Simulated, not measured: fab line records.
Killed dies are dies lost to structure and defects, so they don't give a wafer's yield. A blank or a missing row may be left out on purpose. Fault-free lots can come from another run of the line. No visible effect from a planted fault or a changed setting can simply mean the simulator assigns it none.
fab line records -- flow n5Finfet -- part 1 of 2: steps 1 to 4 of 6
record: lots: 24, wafers: 72, lastDay: 17
route steps=1938 shown BEOL_M1@822 BEOL_M2@858
lots with no fault: from the same line, run without faults
startH: the number of hours between the record's first day and the start of the first shown wafer of the lot -- waitH: hours elapsed since this lot's preceding step -- " repeats the value in the row above -- L1.1+2: a single row standing in for several wafers -- - value missing, or start not given -- * or withheld: withheld -- < > ~ a bound
route shown NAME@n: names a module that has steps shown in the file, with the first one's number in the route -- usual: average and standard deviation across the fault-free wafers -- same: alike in all rows -- chamber/n: place in a boat -- sites: the reading at each site -- _std_site: their standard deviation -- _edge_site: mean of outer sites minus mean of inner sites -- radiusMm: for every site, how far away it sits from the centre of the wafer -- mask NAME#n: copy n -- behind: the tool/chamber that last shaped the wafer -- hold: the reason the lot was held/the length of the hold in hours/how it ended -- device: transistor that didn't switch, given as n, p or np -- end of line: the tests these same wafers got at the end of their route -- a step with no rows: only its recipe -- killed: dies lost to structure and defects at the first sort, not the wafer's yield -- map: per-die view of a wafer (x killed, . not killed, _ where there is no die)
set.NAME: the setting the step ran with; set.NAME@STEP: the setting that earlier step ran with -- model.NAME: the simulator's own value behind a step, which no gauge read
route steps across a sampled set of lots; one table per step, one row per wafer
services: the hour from which a tool's chamber was out of use, counted from the record's first day as startH (under 0 if before that day), plus the number of hours and why
== steps ==
step: N5_BEOL_M1_SPUTTER_88
recipe: material: Cu, targetThkA: 45, tempC: -20, chamberPressurePa: 0.07, powerW: withheld, timeS: 8.29
usual: chamberPressurePa: 0.07/0.00013, throttleValvePct: 30.1/0.38
lot.wafer,tool,chamber,startH,waitH,chamberPressurePa,throttleValvePct
L075.1,pvdSputter-02,-,131.80,0.1,0.06985,29.4
L075.4,pvdSputter-02,-,131.80,0.1,0.07007,30.3
L075.5,pvdSputter-02,-,131.80,0.1,0.07009,30.2
L074.1,pvdSputter-01,-,133.16,0.1,0.07002,29.9
L074.3,pvdSputter-01,-,133.16,0.1,0.07025,30.8
L074.6,pvdSputter-01,-,133.16,0.1,0.06991,29.8
L076.2,pvdSputter-03,-,133.29,0.1,0.06981,30.5
L076.3,pvdSputter-03,-,133.29,0.1,0.07023,30.0
L076.6,pvdSputter-03,-,133.29,0.1,0.07024,29.6
L077.3,pvdSputter-03,-,146.53,0.1,0.07017,30.1
L077.4,pvdSputter-03,-,146.53,0.1,0.06986,29.5
L077.6,pvdSputter-03,-,146.53,0.1,0.06994,29.7
L078.1,pvdSputter-03,-,153.27,0.1,0.07002,29.9
L078.3,pvdSputter-03,-,153.27,0.1,0.07006,29.9
L078.5,pvdSputter-03,-,153.27,0.1,0.07002,29.8
L079.1,pvdSputter-01,-,156.86,0.1,0.06973,30.1
L079.5,pvdSputter-01,-,156.86,0.1,0.06995,29.9
L079.6,pvdSputter-01,-,156.86,0.1,0.07009,30.9
L080.1,pvdSputter-03,-,164.54,0.1,0.07012,29.9
L080.4,pvdSputter-03,-,164.54,0.1,0.07004,29.6
L080.6,pvdSputter-03,-,164.54,0.1,0.06972,30.3
L081.4,pvdSputter-02,-,175.25,0.1,0.07002,30.8
L081.5,pvdSputter-02,-,175.25,0.1,0.0698,30.1
L081.6,pvdSputter-02,-,175.25,0.1,0.07001,29.8
L082.2,pvdSputter-03,-,178.29,0.1,0.07018,29.9
L082.3,pvdSputter-03,-,178.29,0.1,0.06997,30.5
L082.6,pvdSputter-03,-,178.29,0.1,0.07012,30.3
L083.1,pvdSputter-02,-,182.76,0.1,0.06982,30.7
L083.2,pvdSputter-02,-,182.76,0.1,0.06997,29.6
L083.4,pvdSputter-02,-,182.76,0.1,0.0701,30.2
L084.1,pvdSputter-01,-,187.40,0.1,0.06982,29.6
L084.2,pvdSputter-01,-,187.40,0.1,0.06975,30.8
L084.3,pvdSputter-01,-,187.40,0.1,0.07001,29.3
L085.2,pvdSputter-02,-,201.11,0.1,0.06995,30.7
L085.3,pvdSputter-02,-,201.11,0.1,0.0697,29.8
L085.4,pvdSputter-02,-,201.11,0.1,0.06991,29.5
L086.2,pvdSputter-03,-,204.48,0.1,0.0699,30.4
L086.3,pvdSputter-03,-,204.48,0.1,0.06982,29.8
L086.5,pvdSputter-03,-,204.48,0.1,0.06985,29.8
L087.2,pvdSputter-01,-,210.26,0.1,0.06994,29.7
L087.3,pvdSputter-01,-,210.26,0.1,0.07017,29.9
L087.6,pvdSputter-01,-,210.26,0.1,0.07013,30.0
L088.1,pvdSputter-03,-,213.24,0.1,0.07004,29.6
L088.3,pvdSputter-03,-,213.24,0.1,0.06994,29.6
L088.4,pvdSputter-03,-,213.24,0.1,0.06982,30.5
L089.3,pvdSputter-01,-,213.36,0.1,0.06991,29.8
L089.5,pvdSputter-01,-,213.36,0.1,0.07022,30.9
L089.6,pvdSputter-01,-,213.36,0.1,0.07024,29.9
L091.2,pvdSputter-03,-,230.90,0.1,0.07,30.2
L091.5,pvdSputter-03,-,230.90,0.1,0.06991,30.2
L091.6,pvdSputter-03,-,230.90,0.1,0.06996,29.8
L090.2,pvdSputter-02,-,231.05,0.1,0.07007,29.9
L090.5,pvdSputter-02,-,231.05,0.1,0.07009,30.1
L090.6,pvdSputter-02,-,231.05,0.1,0.06993,30.7
L092.1,pvdSputter-01,-,237.47,0.1,0.06985,29.4
L092.4,pvdSputter-01,-,237.47,0.1,0.06994,29.8
L092.6,pvdSputter-01,-,237.47,0.1,0.06992,30.1
L093.3,pvdSputter-03,-,256.15,0.1,0.07015,29.9
L093.4,pvdSputter-03,-,256.15,0.1,0.07005,30.2
L093.6,pvdSputter-03,-,256.15,0.1,0.06989,30.2
L095.1,pvdSputter-03,-,258.98,0.1,0.06988,30.5
L095.2,pvdSputter-03,-,258.98,0.1,0.0701,29.7
L095.4,pvdSputter-03,-,258.98,0.1,0.07014,30.0
L094.1,pvdSputter-03,-,262.06,0.1,0.06982,29.7
L094.2,pvdSputter-03,-,262.06,0.1,0.07004,30.5
L094.6,pvdSputter-03,-,262.06,0.1,0.06987,30.1
L096.2,pvdSputter-02,-,263.43,0.1,0.07025,30.3
L096.4,pvdSputter-02,-,263.43,0.1,0.07009,30.6
L096.5,pvdSputter-02,-,263.43,0.1,0.07002,30.1
L097.1,pvdSputter-02,-,265.75,0.1,0.0701,30.4
L097.2,pvdSputter-02,-,265.75,0.1,0.06994,30.3
L097.5,pvdSputter-02,-,265.75,0.1,0.06984,30.2
step: N5_BEOL_M1_INSPECT_59
recipe: inspectInstrument: darkfield, mode: postDep
usual: rawDefectCount: 67/24
lot.wafer,tool,chamber,startH,waitH,rawDefectCount
L075.1,defectInspect-01,-,133.75,0.0,39
L075.4,defectInspect-01,-,133.75,0.0,29
L075.5,defectInspect-01,-,133.75,0.0,25
L074.1,defectInspect-02,-,135.11,0.0,37
L074.3,defectInspect-02,-,135.11,0.0,45
L074.6,defectInspect-02,-,135.11,0.0,61
L076.2,defectInspect-02,-,135.24,0.0,38
L076.3,defectInspect-02,-,135.24,0.0,36
L076.6,defectInspect-02,-,135.24,0.0,48
L077.3,defectInspect-02,-,148.49,0.0,85
L077.4,defectInspect-02,-,148.49,0.0,67
L077.6,defectInspect-02,-,148.49,0.0,80
L078.1,defectInspect-01,-,155.34,0.0,44
L078.3,defectInspect-01,-,155.34,0.0,48
L078.5,defectInspect-01,-,155.34,0.0,43
L079.1,defectInspect-02,-,158.84,0.0,42
L079.5,defectInspect-02,-,158.84,0.0,63
L079.6,defectInspect-02,-,158.84,0.0,83
L080.1,defectInspect-02,-,166.50,0.0,97
L080.4,defectInspect-02,-,166.50,0.0,99
L080.6,defectInspect-02,-,166.50,0.0,77
L081.4,defectInspect-02,-,177.28,0.0,101
L081.5,defectInspect-02,-,177.28,0.0,140
L081.6,defectInspect-02,-,177.28,0.0,114
L082.2,defectInspect-01,-,180.33,0.0,81
L082.3,defectInspect-01,-,180.33,0.0,40
L082.6,defectInspect-01,-,180.33,0.0,62
L083.1,defectInspect-02,-,184.72,0.0,40
L083.2,defectInspect-02,-,184.72,0.0,57
L083.4,defectInspect-02,-,184.72,0.0,81
L084.1,defectInspect-02,-,189.35,0.0,73
L084.2,defectInspect-02,-,189.35,0.0,86
L084.3,defectInspect-02,-,189.35,0.0,109
L085.2,defectInspect-02,-,203.08,0.0,47
L085.3,defectInspect-02,-,203.08,0.0,47
L085.4,defectInspect-02,-,203.08,0.0,27
L086.2,defectInspect-02,-,206.43,0.0,97
L086.3,defectInspect-02,-,206.43,0.0,82
L086.5,defectInspect-02,-,206.43,0.0,100
L087.2,defectInspect-01,-,212.22,0.0,66
L087.3,defectInspect-01,-,212.22,0.0,50
L087.6,defectInspect-01,-,212.22,0.0,45
L088.1,defectInspect-01,-,215.22,0.0,97
L088.3,defectInspect-01,-,215.22,0.0,74
L088.4,defectInspect-01,-,215.22,0.0,60
L089.3,defectInspect-02,-,215.32,0.0,36
L089.5,defectInspect-02,-,215.32,0.0,51
L089.6,defectInspect-02,-,215.32,0.0,35
L091.2,defectInspect-01,-,232.85,0.0,103
L091.5,defectInspect-01,-,232.85,0.0,66
L091.6,defectInspect-01,-,232.85,0.0,136
L090.2,defectInspect-01,-,233.60,0.0,45
L090.5,defectInspect-01,-,233.60,0.0,75
L090.6,defectInspect-01,-,233.60,0.0,80
L092.1,defectInspect-02,-,239.42,0.0,43
L092.4,defectInspect-02,-,239.42,0.0,49
L092.6,defectInspect-02,-,239.42,0.0,43
L093.3,defectInspect-01,-,258.43,0.0,77
L093.4,defectInspect-01,-,258.43,0.0,73
L093.6,defectInspect-01,-,258.43,0.0,66
L095.1,defectInspect-01,-,261.05,0.0,100
L095.2,defectInspect-01,-,261.05,0.0,62
L095.4,defectInspect-01,-,261.05,0.0,75
L094.1,defectInspect-02,-,266.34,0.0,52
L094.2,defectInspect-02,-,266.34,0.0,72
L094.6,defectInspect-02,-,266.34,0.0,78
L096.2,defectInspect-01,-,266.69,0.0,61
L096.4,defectInspect-01,-,266.69,0.0,69
L096.5,defectInspect-01,-,266.69,0.0,56
L097.1,defectInspect-01,-,267.70,0.0,84
L097.2,defectInspect-01,-,267.70,0.0,107
L097.5,defectInspect-01,-,267.70,0.0,88
step: N5_BEOL_M2_ETCH_74
recipe: chemistry: N2/H2, target: underlayer, targetDepthA: 65, maskMaterial: CAR-EUV, timeS: 5.2, ionEnergyEv: 200, pressureMtorr: 30, sourceW: 840, biasW: 150, n2FlowSccm: 200, h2FlowSccm: 200, ends: cleared
usual: drypumpMotorCurrentA: 5.6/0.49, etchRfOnTimeS: 5.16/0.096, oesProductAu: 0.70/0.074, rfVppV: 524.1/2.1, showerheadPlenumPTorr: 2.55/0.062, throttleValvePct: 17.79/0.24
lot.wafer,tool,chamber,startH,waitH,drypumpMotorCurrentA,etchRfOnTimeS,oesProductAu,rfHoursCounterH,rfVppV,showerheadPlenumPTorr,throttleValvePct
L075.1,rieDiel-04,3,135.28,0.0,5.5,5.17,0.68,97,526.7,2.56,17.85
L075.4,rieDiel-04,0,135.28,0.0,6.2,5.17,0.73,40,525.1,2.59,17.30
L075.5,rieDiel-04,0,135.28,0.0,6.3,5.13,0.73,-,525.4,2.59,17.26
L074.1,rieDiel-02,3,136.36,0.0,5.9,5.09,0.79,27,526.6,2.71,17.60
L074.3,rieDiel-02,0,136.36,0.0,5.0,5.37,0.57,241,522.8,2.40,18.10
L074.6,rieDiel-02,2,136.36,0.0,4.9,5.13,0.69,-,524.5,2.57,18.05
L076.2,rieDiel-02,1,136.72,0.0,6.7,5.16,0.82,10,521.3,2.50,17.67
L076.3,rieDiel-02,2,136.72,0.0,4.9,5.17,0.69,90,524.5,2.57,18.06
L076.6,rieDiel-02,3,136.72,0.0,5.9,5.16,0.79,-,530.0,2.71,17.61
L077.3,rieDiel-04,1,149.75,0.0,5.5,5.16,0.62,189,524.3,2.53,18.04
L077.4,rieDiel-04,0,149.75,0.0,6.2,5.10,0.73,45,526.9,2.59,17.30
L077.6,rieDiel-04,3,149.75,0.0,5.5,5.08,0.69,-,525.2,2.56,17.88
L078.1,rieDiel-04,0,157.80,0.0,6.2,5.10,0.73,48,524.4,2.59,17.28
L078.3,rieDiel-04,2,157.80,0.0,5.2,4.95,0.79,36,526.4,2.58,17.55
L078.5,rieDiel-04,2,157.80,0.0,5.1,4.94,0.79,-,524.3,2.58,17.53
L079.1,rieDiel-04,0,160.06,0.0,6.3,5.15,0.73,48,525.0,2.58,17.31
L079.5,rieDiel-04,1,160.06,0.0,5.5,5.26,0.61,-,523.4,2.53,18.03
L079.6,rieDiel-04,2,160.06,0.0,5.2,4.97,0.77,-,525.1,2.58,17.54
L080.1,rieDiel-02,1,168.04,0.0,6.7,5.22,0.79,21,522.2,2.49,17.69
L080.4,rieDiel-02,2,168.04,0.0,5.0,5.18,0.67,-,523.2,2.57,18.08
L080.6,rieDiel-02,1,168.04,0.0,6.7,5.12,0.79,-,522.8,2.49,17.69
L081.4,rieDiel-04,2,180.10,0.0,5.2,4.97,0.77,43,522.6,2.58,17.56
L081.5,rieDiel-04,2,180.10,0.0,5.2,5.03,0.77,-,524.4,2.58,17.56
L081.6,rieDiel-04,3,180.10,0.0,5.5,5.10,0.68,-,524.8,2.56,17.89
L082.2,rieDiel-04,2,183.70,0.0,5.2,5.01,0.78,44,525.4,2.58,17.57
L082.3,rieDiel-04,1,183.70,0.0,5.5,5.20,0.61,200,523.6,2.52,18.05
L082.6,rieDiel-04,0,183.70,0.0,6.2,5.11,0.72,-,523.6,2.58,17.32
L083.1,rieDiel-02,0,187.68,0.0,5.0,5.26,0.81,3,529.8,2.71,17.68
L083.2,rieDiel-02,3,187.68,0.0,5.9,5.09,0.76,46,526.8,2.70,17.64
L083.4,rieDiel-02,2,187.68,0.0,4.9,5.21,0.67,108,525.7,2.56,18.09
L084.1,rieDiel-02,0,192.30,0.0,5.0,5.20,0.81,5,527.6,2.71,17.65
L084.2,rieDiel-02,2,192.30,0.0,4.9,5.13,0.67,110,526.8,2.56,18.08
L084.3,rieDiel-02,1,192.30,0.0,6.7,5.10,0.78,31,523.0,2.49,17.71
L085.2,rieDiel-06,1,204.15,0.0,5.3,5.31,0.76,21,523.3,2.60,17.77
L085.3,rieDiel-06,2,204.15,0.0,6.1,5.22,0.70,51,521.5,2.48,17.79
L085.4,rieDiel-06,0,204.15,0.0,5.8,5.14,0.60,214,521.5,2.52,17.89
L086.2,rieDiel-04,0,208.16,0.0,6.3,5.16,0.70,64,523.9,2.58,17.33
L086.3,rieDiel-04,3,208.16,0.0,5.5,5.15,0.67,122,523.4,2.55,17.89
L086.5,rieDiel-04,0,208.16,0.0,6.3,5.12,0.71,-,524.5,2.58,17.33
L087.2,rieDiel-06,3,213.18,0.0,5.0,5.37,0.60,237,523.1,2.52,18.17
L087.3,rieDiel-06,1,213.18,0.0,5.3,5.33,0.74,23,525.8,2.60,17.77
L087.6,rieDiel-06,2,213.18,0.0,6.1,5.29,0.70,-,523.2,2.48,17.80
L088.1,rieDiel-06,3,217.51,0.0,5.0,5.23,0.60,239,522.5,2.52,18.17
L088.3,rieDiel-06,1,217.51,0.0,5.3,5.26,0.75,24,526.4,2.60,17.74
L088.4,rieDiel-06,2,217.51,0.0,6.1,5.23,0.72,56,520.4,2.48,17.83
L089.3,rieDiel-04,1,217.59,0.0,5.5,5.19,0.61,212,521.4,2.52,18.08
L089.5,rieDiel-04,1,217.59,0.0,5.5,5.20,0.61,-,523.0,2.52,18.09
L089.6,rieDiel-04,0,217.59,0.0,6.3,5.12,0.70,-,525.4,2.58,17.32
L091.2,rieDiel-06,1,235.37,0.0,5.3,5.27,0.75,30,524.4,2.59,17.81
L091.5,rieDiel-06,0,235.37,0.0,5.8,5.14,0.59,-,521.7,2.51,17.91
L091.6,rieDiel-06,1,235.37,0.0,5.3,5.26,0.74,-,526.8,2.59,17.79
L090.2,rieDiel-06,2,238.04,0.0,6.1,5.28,0.70,66,520.0,2.47,17.80
L090.5,rieDiel-06,3,238.04,0.0,5.0,5.30,0.59,-,520.8,2.51,18.16
L090.6,rieDiel-06,0,238.04,0.0,5.8,5.13,0.60,-,525.1,2.51,17.92
L092.1,rieDiel-06,2,241.06,0.0,6.1,5.24,0.69,68,522.8,2.47,17.83
L092.4,rieDiel-06,2,241.06,0.0,6.1,5.26,0.70,-,522.9,2.47,17.81
L092.6,rieDiel-06,0,241.06,0.0,5.8,5.11,0.60,-,525.1,2.51,17.93
L093.3,rieDiel-06,3,260.59,0.0,5.0,5.05,0.88,0,520.8,2.51,17.73
L093.4,rieDiel-06,0,260.59,0.0,5.8,5.19,0.59,240,522.6,2.51,17.95
L093.6,rieDiel-06,3,260.59,0.0,5.0,5.11,0.90,-,522.7,2.51,17.71
L095.1,rieDiel-06,1,263.06,0.0,5.3,5.28,0.72,43,523.4,2.59,17.81
L095.2,rieDiel-06,3,263.06,0.0,5.0,5.02,0.88,1,521.6,2.51,17.74
L095.4,rieDiel-06,0,263.06,0.0,5.9,5.15,0.58,240,524.0,2.51,17.94
L094.1,rieDiel-04,3,268.03,0.0,5.5,5.14,0.65,146,525.5,2.54,17.95
L094.2,rieDiel-04,1,268.03,0.0,5.5,5.22,0.59,234,523.9,2.51,18.11
L094.6,rieDiel-04,0,268.03,0.0,6.2,5.12,0.68,-,521.2,2.57,17.39
L096.2,rieDiel-04,1,268.26,0.0,5.5,5.18,0.59,234,523.2,2.51,18.12
L096.4,rieDiel-04,2,268.26,0.0,5.1,5.00,0.74,77,525.8,2.56,17.61
L096.5,rieDiel-04,0,268.26,0.0,6.3,5.13,0.69,-,523.9,2.57,17.35
L097.1,rieDiel-04,1,269.63,0.0,5.5,5.16,0.60,235,523.7,2.51,18.11
L097.2,rieDiel-04,0,269.63,0.0,6.2,5.14,0.68,91,523.3,2.57,17.36
L097.5,rieDiel-04,2,269.63,0.0,5.2,5.00,0.73,-,523.1,2.56,17.61
step: N5_BEOL_M2_ETCH_64
recipe: chemistry: N2/H2, target: SOC, targetDepthA: 750, overetchA: 225, maskMaterial: SiARC, tempC: 40, timeS: 121.9, ionEnergyEv: 200, pressureMtorr: 30, sourceW: 840, biasW: 150, n2FlowSccm: 200, h2FlowSccm: 200
usual: drypumpMotorCurrentA: 5.6/0.49, oesProductAu: 0.62/0.064, rfVppV: 524.1/1.9, showerheadPlenumPTorr: 2.55/0.062, throttleValvePct: 17.74/0.25
lot.wafer,tool,chamber,startH,waitH,drypumpMotorCurrentA,oesProductAu,rfHoursCounterH,rfVppV,showerheadPlenumPTorr,throttleValvePct
L075.1,rieDiel-04,3,135.33,0.0,5.5,0.61,97,525.7,2.56,17.83
L075.4,rieDiel-04,0,135.33,0.0,6.3,0.65,41,525.8,2.59,17.24
L075.5,rieDiel-04,0,135.33,0.0,6.3,0.65,-,524.2,2.59,17.24
L074.1,rieDiel-02,3,136.41,0.0,5.9,0.69,27,529.0,2.71,17.55
L074.3,rieDiel-02,0,136.41,0.0,5.0,0.52,241,520.8,2.40,18.06
L074.6,rieDiel-02,2,136.41,0.0,5.0,0.61,-,524.4,2.57,18.01
L076.2,rieDiel-02,1,136.76,0.0,6.7,0.74,10,522.0,2.50,17.64
L076.3,rieDiel-02,2,136.76,0.0,5.0,0.62,90,524.0,2.57,18.00
L076.6,rieDiel-02,3,136.76,0.0,5.9,0.69,-,527.5,2.71,17.57
L077.3,rieDiel-04,1,149.79,0.0,5.5,0.55,189,521.9,2.53,18.00
L077.4,rieDiel-04,0,149.79,0.0,6.3,0.64,45,526.4,2.59,17.26
L077.6,rieDiel-04,3,149.79,0.0,5.5,0.61,-,524.9,2.56,17.85
L078.1,rieDiel-04,0,157.84,0.0,6.3,0.64,48,525.5,2.59,17.24
L078.3,rieDiel-04,2,157.84,0.0,5.2,0.69,36,524.0,2.58,17.48
L078.5,rieDiel-04,2,157.84,0.0,5.2,0.68,-,524.4,2.58,17.51
L079.1,rieDiel-04,0,160.10,0.0,6.3,0.64,48,524.7,2.58,17.24
L079.5,rieDiel-04,1,160.10,0.0,5.5,0.55,-,522.6,2.52,18.00
L079.6,rieDiel-04,2,160.10,0.0,5.2,0.69,-,526.1,2.58,17.49
L080.1,rieDiel-02,1,168.09,0.0,6.7,0.71,21,522.5,2.49,17.65
L080.4,rieDiel-02,2,168.09,0.0,4.9,0.60,-,524.9,2.57,18.01
L080.6,rieDiel-02,1,168.09,0.0,6.7,0.71,-,523.0,2.49,17.64
L081.4,rieDiel-04,2,180.15,0.0,5.1,0.68,43,525.0,2.58,17.51
L081.5,rieDiel-04,2,180.15,0.0,5.2,0.68,-,526.3,2.58,17.49
L081.6,rieDiel-04,3,180.15,0.0,5.5,0.60,-,523.8,2.56,17.84
L082.2,rieDiel-04,2,183.75,0.0,5.2,0.67,44,524.5,2.58,17.51
L082.3,rieDiel-04,1,183.75,0.0,5.5,0.55,200,523.0,2.52,18.03
L082.6,rieDiel-04,0,183.75,0.0,6.2,0.64,-,525.7,2.58,17.26
L083.1,rieDiel-02,0,187.72,0.0,5.0,0.72,3,527.7,2.71,17.64
L083.2,rieDiel-02,3,187.72,0.0,5.9,0.67,46,527.8,2.70,17.59
L083.4,rieDiel-02,2,187.72,0.0,5.0,0.60,108,523.4,2.56,18.04
L084.1,rieDiel-02,0,192.34,0.0,5.0,0.71,5,528.4,2.71,17.65
L084.2,rieDiel-02,2,192.34,0.0,5.0,0.60,110,524.6,2.56,18.03
L084.3,rieDiel-02,1,192.34,0.0,6.7,0.69,31,523.9,2.49,17.67
L085.2,rieDiel-06,1,204.20,0.0,5.3,0.67,21,525.2,2.60,17.75
L085.3,rieDiel-06,2,204.20,0.0,6.1,0.63,51,522.9,2.48,17.75
L085.4,rieDiel-06,0,204.20,0.0,5.8,0.53,214,523.7,2.52,17.85
L086.2,rieDiel-04,0,208.20,0.0,6.3,0.63,64,524.9,2.58,17.29
L086.3,rieDiel-04,3,208.20,0.0,5.5,0.59,122,525.0,2.55,17.86
L086.5,rieDiel-04,0,208.20,0.0,6.3,0.62,-,525.2,2.58,17.29
L087.2,rieDiel-06,3,213.22,0.0,5.0,0.55,237,521.9,2.52,18.10
L087.3,rieDiel-06,1,213.22,0.0,5.3,0.68,23,525.9,2.60,17.74
L087.6,rieDiel-06,2,213.22,0.0,6.1,0.64,-,521.9,2.48,17.75
L088.1,rieDiel-06,3,217.55,0.0,5.0,0.54,239,522.8,2.52,18.12
L088.3,rieDiel-06,1,217.55,0.0,5.3,0.68,24,525.7,2.60,17.74
L088.4,rieDiel-06,2,217.55,0.0,6.1,0.63,56,521.4,2.48,17.76
L089.3,rieDiel-04,1,217.64,0.0,5.5,0.54,212,522.2,2.52,18.04
L089.5,rieDiel-04,1,217.64,0.0,5.5,0.54,-,523.5,2.52,18.02
L089.6,rieDiel-04,0,217.64,0.0,6.3,0.62,-,525.5,2.58,17.30
L091.2,rieDiel-06,1,235.42,0.0,5.3,0.67,30,524.4,2.59,17.76
L091.5,rieDiel-06,0,235.42,0.0,5.8,0.53,-,522.8,2.51,17.87
L091.6,rieDiel-06,1,235.42,0.0,5.3,0.67,-,525.1,2.59,17.74
L090.2,rieDiel-06,2,238.08,0.0,6.1,0.62,66,520.6,2.47,17.80
L090.5,rieDiel-06,3,238.08,0.0,5.0,0.53,-,521.4,2.51,18.13
L090.6,rieDiel-06,0,238.08,0.0,5.8,0.53,-,523.1,2.51,17.87
L092.1,rieDiel-06,2,241.10,0.0,6.1,0.61,68,521.8,2.47,17.78
L092.4,rieDiel-06,2,241.10,0.0,6.1,0.62,-,521.9,2.47,17.78
L092.6,rieDiel-06,0,241.10,0.0,5.8,0.53,-,523.1,2.51,17.88
L093.3,rieDiel-06,3,260.63,0.0,5.0,0.78,0,520.7,2.51,17.69
L093.4,rieDiel-06,0,260.63,0.0,5.9,0.52,240,523.5,2.51,17.91
L093.6,rieDiel-06,3,260.63,0.0,5.0,0.78,-,522.9,2.51,17.69
L095.1,rieDiel-06,1,263.11,0.0,5.3,0.65,43,525.1,2.59,17.75
L095.2,rieDiel-06,3,263.11,0.0,5.0,0.77,1,521.0,2.51,17.68
L095.4,rieDiel-06,0,263.11,0.0,5.8,0.53,240,522.6,2.51,17.91
L094.1,rieDiel-04,3,268.07,0.0,5.5,0.57,146,524.6,2.54,17.90
L094.2,rieDiel-04,1,268.07,0.0,5.5,0.53,234,522.5,2.51,18.07
L094.6,rieDiel-04,0,268.07,0.0,6.3,0.60,-,523.5,2.57,17.32
L096.2,rieDiel-04,1,268.30,0.0,5.5,0.53,234,523.1,2.51,18.08
L096.4,rieDiel-04,2,268.30,0.0,5.2,0.64,77,522.5,2.56,17.56
L096.5,rieDiel-04,0,268.30,0.0,6.3,0.61,-,524.6,2.57,17.32
L097.1,rieDiel-04,1,269.68,0.0,5.5,0.53,235,523.6,2.51,18.06
L097.2,rieDiel-04,0,269.68,0.0,6.3,0.60,91,522.9,2.57,17.32
L097.5,rieDiel-04,2,269.68,0.0,5.2,0.65,-,523.9,2.56,17.55
